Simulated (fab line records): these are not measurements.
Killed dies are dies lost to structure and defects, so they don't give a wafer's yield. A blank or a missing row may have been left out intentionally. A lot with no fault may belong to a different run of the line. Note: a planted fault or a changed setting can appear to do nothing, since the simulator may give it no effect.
Split-lot trial / flow n5Finfet / 39 wafers read from 7 lots, route of 1938 steps

== THE SPLIT ==
At N5_SD_EPI_N_EPI_21 (deposits Si:P, time 690 s), the setting timeS was moved away from the recipe's 690 s on 15 of the 39 wafers read, by -40.4% to +30.9%. For the rest of the wafers, this setting stayed at what the recipe calls for.

== FROM THE SPLIT TO THE READING: what the file shows between them, 5 steps ==
- N5_SD_EPI_N_EPI_MEAS_23
- N5_SD_EPI_N_PRECLEAN_24: cleans in O3/DIW, time 60 s
- N5_SD_EPI_N_SRD_25: time 30 s
- N5_SD_ACTIVATION_RTA_00: time 0 s
- N5_SD_ACTIVATION_LSA_01: time 0.0008 s

== THE READING ==
At N5_SD_ACTIVATION_RS_MEAS_03, a four-point-probe measurement gives RS_SD_N in ohm/sq. Typical for fault-free wafers on this fab line: 22.0 ohm/sq, with standard deviation 0.3 ohm/sq.

wafer=L079.2; tool, chamber at the split=epiRpcvd-02, 0; timeS as run, s=690; against the recipe=recipe; RS_SD_N, ohm/sq=22.2; against lot-mates on the recipe=-
wafer=L079.4; tool, chamber at the split=epiRpcvd-02, 0; timeS as run, s=690; against the recipe=recipe; RS_SD_N, ohm/sq=22.1; against lot-mates on the recipe=-
wafer=L079.5; tool, chamber at the split=epiRpcvd-02, 0; timeS as run, s=690; against the recipe=recipe; RS_SD_N, ohm/sq=22.4; against lot-mates on the recipe=-
wafer=L082.1; tool, chamber at the split=epiRpcvd-03, 0; timeS as run, s=572.4; against the recipe=-17.0%; RS_SD_N, ohm/sq=25.6; against lot-mates on the recipe=+3.6
wafer=L082.2; tool, chamber at the split=epiRpcvd-03, 0; timeS as run, s=572.4; against the recipe=-17.0%; RS_SD_N, ohm/sq=24.9; against lot-mates on the recipe=+2.9
wafer=L082.3; tool, chamber at the split=epiRpcvd-03, 0; timeS as run, s=690; against the recipe=recipe; RS_SD_N, ohm/sq=22.0; against lot-mates on the recipe=-
wafer=L082.4; tool, chamber at the split=epiRpcvd-03, 0; timeS as run, s=690; against the recipe=recipe; RS_SD_N, ohm/sq=22.1; against lot-mates on the recipe=-
wafer=L082.5; tool, chamber at the split=epiRpcvd-03, 0; timeS as run, s=690; against the recipe=recipe; RS_SD_N, ohm/sq=22.0; against lot-mates on the recipe=-
wafer=L082.6; tool, chamber at the split=epiRpcvd-03, 0; timeS as run, s=572.4; against the recipe=-17.0%; RS_SD_N, ohm/sq=24.7; against lot-mates on the recipe=+2.7
wafer=L086.1; tool, chamber at the split=epiRpcvd-01, 0; timeS as run, s=444.4; against the recipe=-35.6%; RS_SD_N, ohm/sq=31.5; against lot-mates on the recipe=+9.6
wafer=L086.2; tool, chamber at the split=epiRpcvd-01, 0; timeS as run, s=690; against the recipe=recipe; RS_SD_N, ohm/sq=22.0; against lot-mates on the recipe=-
wafer=L086.3; tool, chamber at the split=epiRpcvd-01, 0; timeS as run, s=444.4; against the recipe=-35.6%; RS_SD_N, ohm/sq=31.1; against lot-mates on the recipe=+9.2
wafer=L086.4; tool, chamber at the split=epiRpcvd-01, 0; timeS as run, s=690; against the recipe=recipe; RS_SD_N, ohm/sq=21.9; against lot-mates on the recipe=-
wafer=L086.5; tool, chamber at the split=epiRpcvd-01, 0; timeS as run, s=444.4; against the recipe=-35.6%; RS_SD_N, ohm/sq=31.5; against lot-mates on the recipe=+9.6
wafer=L086.6; tool, chamber at the split=epiRpcvd-01, 0; timeS as run, s=690; against the recipe=recipe; RS_SD_N, ohm/sq=21.9; against lot-mates on the recipe=-
wafer=L087.1; tool, chamber at the split=epiRpcvd-02, 0; timeS as run, s=903.1; against the recipe=+30.9%; RS_SD_N, ohm/sq=18.4; against lot-mates on the recipe=-3.9
wafer=L087.2; tool, chamber at the split=epiRpcvd-02, 0; timeS as run, s=903.1; against the recipe=+30.9%; RS_SD_N, ohm/sq=18.5; against lot-mates on the recipe=-3.8
wafer=L087.3; tool, chamber at the split=epiRpcvd-02, 0; timeS as run, s=690; against the recipe=recipe; RS_SD_N, ohm/sq=22.5; against lot-mates on the recipe=-
wafer=L087.4; tool, chamber at the split=epiRpcvd-02, 0; timeS as run, s=690; against the recipe=recipe; RS_SD_N, ohm/sq=22.3; against lot-mates on the recipe=-
wafer=L087.5; tool, chamber at the split=epiRpcvd-02, 0; timeS as run, s=903.1; against the recipe=+30.9%; RS_SD_N, ohm/sq=18.2; against lot-mates on the recipe=-4.1
wafer=L087.6; tool, chamber at the split=epiRpcvd-02, 0; timeS as run, s=690; against the recipe=recipe; RS_SD_N, ohm/sq=22.2; against lot-mates on the recipe=-
wafer=L089.1; tool, chamber at the split=epiRpcvd-03, 0; timeS as run, s=880.5; against the recipe=+27.6%; RS_SD_N, ohm/sq=18.0; against lot-mates on the recipe=-3.8
wafer=L089.2; tool, chamber at the split=epiRpcvd-03, 0; timeS as run, s=690; against the recipe=recipe; RS_SD_N, ohm/sq=21.7; against lot-mates on the recipe=-
wafer=L089.3; tool, chamber at the split=epiRpcvd-03, 0; timeS as run, s=690; against the recipe=recipe; RS_SD_N, ohm/sq=21.8; against lot-mates on the recipe=-
wafer=L089.4; tool, chamber at the split=epiRpcvd-03, 0; timeS as run, s=690; against the recipe=recipe; RS_SD_N, ohm/sq=21.8; against lot-mates on the recipe=-
wafer=L089.5; tool, chamber at the split=epiRpcvd-03, 0; timeS as run, s=880.5; against the recipe=+27.6%; RS_SD_N, ohm/sq=17.8; against lot-mates on the recipe=-4.0
wafer=L089.6; tool, chamber at the split=epiRpcvd-03, 0; timeS as run, s=880.5; against the recipe=+27.6%; RS_SD_N, ohm/sq=18.3; against lot-mates on the recipe=-3.5
wafer=L090.1; tool, chamber at the split=epiRpcvd-01, 0; timeS as run, s=411.1; against the recipe=-40.4%; RS_SD_N, ohm/sq=33.9; against lot-mates on the recipe=+12.3
wafer=L090.2; tool, chamber at the split=epiRpcvd-01, 0; timeS as run, s=690; against the recipe=recipe; RS_SD_N, ohm/sq=21.5; against lot-mates on the recipe=-
wafer=L090.3; tool, chamber at the split=epiRpcvd-01, 0; timeS as run, s=411.1; against the recipe=-40.4%; RS_SD_N, ohm/sq=33.3; against lot-mates on the recipe=+11.7
wafer=L090.4; tool, chamber at the split=epiRpcvd-01, 0; timeS as run, s=690; against the recipe=recipe; RS_SD_N, ohm/sq=21.7; against lot-mates on the recipe=-
wafer=L090.5; tool, chamber at the split=epiRpcvd-01, 0; timeS as run, s=690; against the recipe=recipe; RS_SD_N, ohm/sq=21.7; against lot-mates on the recipe=-
wafer=L090.6; tool, chamber at the split=epiRpcvd-01, 0; timeS as run, s=411.1; against the recipe=-40.4%; RS_SD_N, ohm/sq=33.2; against lot-mates on the recipe=+11.6
wafer=L092.1; tool, chamber at the split=epiRpcvd-02, 0; timeS as run, s=690; against the recipe=recipe; RS_SD_N, ohm/sq=22.5; against lot-mates on the recipe=-
wafer=L092.2; tool, chamber at the split=epiRpcvd-02, 0; timeS as run, s=690; against the recipe=recipe; RS_SD_N, ohm/sq=22.2; against lot-mates on the recipe=-
wafer=L092.3; tool, chamber at the split=epiRpcvd-02, 0; timeS as run, s=690; against the recipe=recipe; RS_SD_N, ohm/sq=22.1; against lot-mates on the recipe=-
wafer=L092.4; tool, chamber at the split=epiRpcvd-02, 0; timeS as run, s=690; against the recipe=recipe; RS_SD_N, ohm/sq=22.1; against lot-mates on the recipe=-
wafer=L092.5; tool, chamber at the split=epiRpcvd-02, 0; timeS as run, s=690; against the recipe=recipe; RS_SD_N, ohm/sq=22.1; against lot-mates on the recipe=-
wafer=L092.6; tool, chamber at the split=epiRpcvd-02, 0; timeS as run, s=690; against the recipe=recipe; RS_SD_N, ohm/sq=22.2; against lot-mates on the recipe=-

THE FIT
A straight line over all 39 wafers: RS_SD_N changes by -0.213 ohm/sq for each +1% of timeS; r = -0.96; the points scatter about the line by 1.2 ohm/sq.
The same after taking each lot's own level away (the mean of its wafers on the recipe; 39 wafers): -0.217 ohm/sq for each +1%; r = -0.96; scatter 1.3 ohm/sq.
That fit puts the effect of the largest move of timeS on the reading at 8.8 ohm/sq.
The span of the lots' own levels, 21.63 to 22.33 ohm/sq, comes to 2.3 times the standard deviation stated above.
The two slopes are in agreement: the lot-to-lot level therefore moves the slope only a little.
Check: +9.09 ohm/sq against its lot-mates is what the line predicts for one of the wafers moved furthest among these (-40.4%) when that wafer is left out of the fit. It came out at +12.3 ohm/sq against them.

== OTHER SPLITS APPLIED TO THESE WAFERS ==
Note: prior to the reading, these wafers also went through further splits. Each is held against what the fit with the lots' levels taken away leaves over:
other split on the same wafers=N5_FIN_SAQP_DEVELOP_15 developTimeS; wafers away from the commonest value=15; r with RS_SD_N (lot level and that fit taken away)=-0.20

== THE WHOLE CHAIN: every reading that the file lists as answering this split, in the file's order ==
step=N5_SD_EPI_N_EPI_21; what it does=deposits Si:P, time 690 s; reading=Si-P_of_SD_EPI_N_EPI_21.thkNm (the simulator's own value, which no gauge read); change (the file's fit)=+0.471 nm for each +1% of the setting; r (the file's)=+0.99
step=N5_SD_EPI_N_EPI_MEAS_23; what it does=; reading=thkNm; change (the file's fit)=withheld for each +1% of the setting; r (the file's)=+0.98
step=N5_SD_ACTIVATION_RS_MEAS_03; what it does=measures by four-point-probe; reading=RS_SD_N; change (the file's fit)=-0.222 for each +1% of the setting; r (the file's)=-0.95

== FILE'S OWN FIT ==
RS_SD_N changes by -0.222 ohm/sq for each +1% of timeS, r = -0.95.
